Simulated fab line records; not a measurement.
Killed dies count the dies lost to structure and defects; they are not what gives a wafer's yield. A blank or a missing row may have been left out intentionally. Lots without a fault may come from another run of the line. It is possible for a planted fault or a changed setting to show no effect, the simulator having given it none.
Struck lot and sound lot, side by side / flow n5 finfet / 37 out of 1938 route steps
Sound: these wafers, L970.2, L970.4, L970.5. Struck: wafers L957.1, L957.2, L957.5. At the end, the cause is stated.
At each step with rows: each side's tool, then ch and its chambers, then its first start. Under that, the readings that differ: sound wafers / struck wafers / difference of the means / sigmas: that difference in standard deviations of wafers without a fault.
alike: readings whose means differ by less than 2 such deviations, and words and numbers that are the same on both sides. not compared: withheld readings, readings that some wafer has no value for, bounds like >300 that may hide the same value, and numbers for which the record gives no deviation and whose values overlap.
The two part at a step that has a row with sigmas, a row that says differs or no value, or rows on one side only. Numbers that have no deviation but don't overlap get no sigmas and don't part them. Lack of a reading on every wafer of one side parts them only where that side has two or more wafers.

first, 9 steps without rows for these wafers: N5_WELL_APT_COAT_19 (resist thk 950 nm); N5_WELL_APT_EBR_21; N5_WELL_APT_SOFTBAKE_20 (time 60 s); N5_WELL_APT_EXPOSE_22 (exposes mask PWELL, defocus 0 nm, target cd 200 nm); N5_WELL_APT_PEB_23 (peb time 90 s); N5_WELL_APT_DEVELOP_24 (develop time 45 s); N5_WELL_APT_HARDBAKE_29 (time 120 s); N5_WELL_APT_DESCUM_30 (chemistry O2, time 7.9 s); N5_WELL_APT_IMPLANT_31.
N5_WELL_APT_IMPLANT_32:
  sound on implanter-02 ch 0, day 7 09:28; struck on implanter-01 ch 0, day 4 03:09
reading=beam energy keV; sound=50.010 50.033 50.003; struck=54.619 54.624 54.606; difference=+4.601; sigmas=+99 or more
reading=model.implant.rp nm (nm); sound=38.21 38.21 38.21; struck=39.33 39.33 39.33; difference=+1.12; sigmas=
reading=model.implant.drp nm (nm); sound=18.55 18.55 18.55; struck=19.78 19.78 19.78; difference=+1.23; sigmas=
then, 25 steps without rows for these wafers: N5_WELL_APT_STRIP_33 (strips in SPM, time 900 s); N5_WELL_APT_RTA_34 (time 10 s); N5_WELL_APT_OXIDE_STRIP_42 (strips SiO2 in dHF, time 45 s, target depth 12 nm); N5_WELL_APT_PRECLEAN_36 (cleans in O3/DIW, time 45 s); N5_WELL_APT_PRECLEAN_39 (cleans in dHF, time 60 s); N5_WELL_APT_SRD_37 (time 30 s); N5_WELL_APT_EPI_41 (deposits Si from SiH4/H2, target thk 50 nm, time 297.7 s); N5_PMOS_HMC_CHANNEL_EPI_HM_DEP_34 (deposits SiO2 from TEOS/O2, target thk 36 nm, time 6.9 s); N5_PMOS_HMC_CHANNEL_EPI_COAT_31 (time 60 s, resist thk 66 nm); N5_PMOS_HMC_CHANNEL_EPI_COAT_03 (resist thk 205 nm); N5_PMOS_HMC_CHANNEL_EPI_EBR_05; N5_PMOS_HMC_CHANNEL_EPI_SOFTBAKE_04 (time 60 s); N5_PMOS_HMC_CHANNEL_EPI_EXPOSE_06 (exposes mask PMOS HMC BLK, target cd 240 nm); N5_PMOS_HMC_CHANNEL_EPI_PEB_07 (peb time 60 s); N5_PMOS_HMC_CHANNEL_EPI_DEVELOP_08 (develop time 30 s); N5_PMOS_HMC_CHANNEL_EPI_DESCUM_14 (chemistry O2, time 7.9 s); N5_PMOS_HMC_CHANNEL_EPI_ETCH_32 (etches BARC in N2/H2, stops on SiO2, target depth 85.8 nm, time 50.3 s); N5_PMOS_HMC_CHANNEL_EPI_HM_OPEN_15 (chemistry CHF3/O2, target SiO2, target depth 40.6 nm, time 20.3 s); N5_PMOS_HMC_CHANNEL_EPI_STRIP_33 (strips in N2/H2); N5_PMOS_HMC_CHANNEL_EPI_STRIP_17 (strips in SPM, time 750 s); N5_PMOS_HMC_CHANNEL_EPI_ETCH_38 (etches SiO2 in CF4, target depth 1.5 nm); N5_PMOS_HMC_CHANNEL_EPI_FIN_RECESS_16 (chemistry HBr/Cl2, target Si, target depth 54 nm, time 18 s); N5_PMOS_HMC_CHANNEL_EPI_PRECLEAN_36 (cleans in O3/DIW, time 45 s); N5_PMOS_HMC_CHANNEL_EPI_PRECLEAN_18 (cleans in DHF, time 30 s); N5_PMOS_HMC_CHANNEL_EPI_SRD_19 (time 30 s).
-- the record jumps here: 6 days lie between the struck wafers' starts before and after (it left off in module PMOS_HMC_CHANNEL_EPI and takes up again in module BEOL_M4, whose first step shown is number 1111 of the route) --
N5_BEOL_M4_RC_MEAS_101:
  sound on prober-01 ch 0, day 14 01:10; struck on prober-01 ch 0, day 10 01:08
  alike: CJ_N, DIBL_N, DIBL_P, IOFF_N, IOFF_P, ION_N, ION_P, RS_PWELL, SS_N, SS_P, VT_N, VT_P
-- record jumps: 5 days separate the struck wafers' starts on either side; left off in module BEOL_M4, taken up again in module PASSIVATION, whose first shown step is the route's number 1936 --
N5_PASSIVATION_PROBE_49:
  rows exist in the record for the struck wafers here (prober-02, day 15 01:43), but not for the sound ones

## WHERE THEY PART
Earliest at N5_WELL_APT_IMPLANT_32; latest, in this record, at N5_PASSIVATION_PROBE_49.

WHY: what the simulator had put in
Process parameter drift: implanter-01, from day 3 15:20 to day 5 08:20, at N5_WELL_APT_IMPLANT_32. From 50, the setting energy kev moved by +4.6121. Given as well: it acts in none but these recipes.
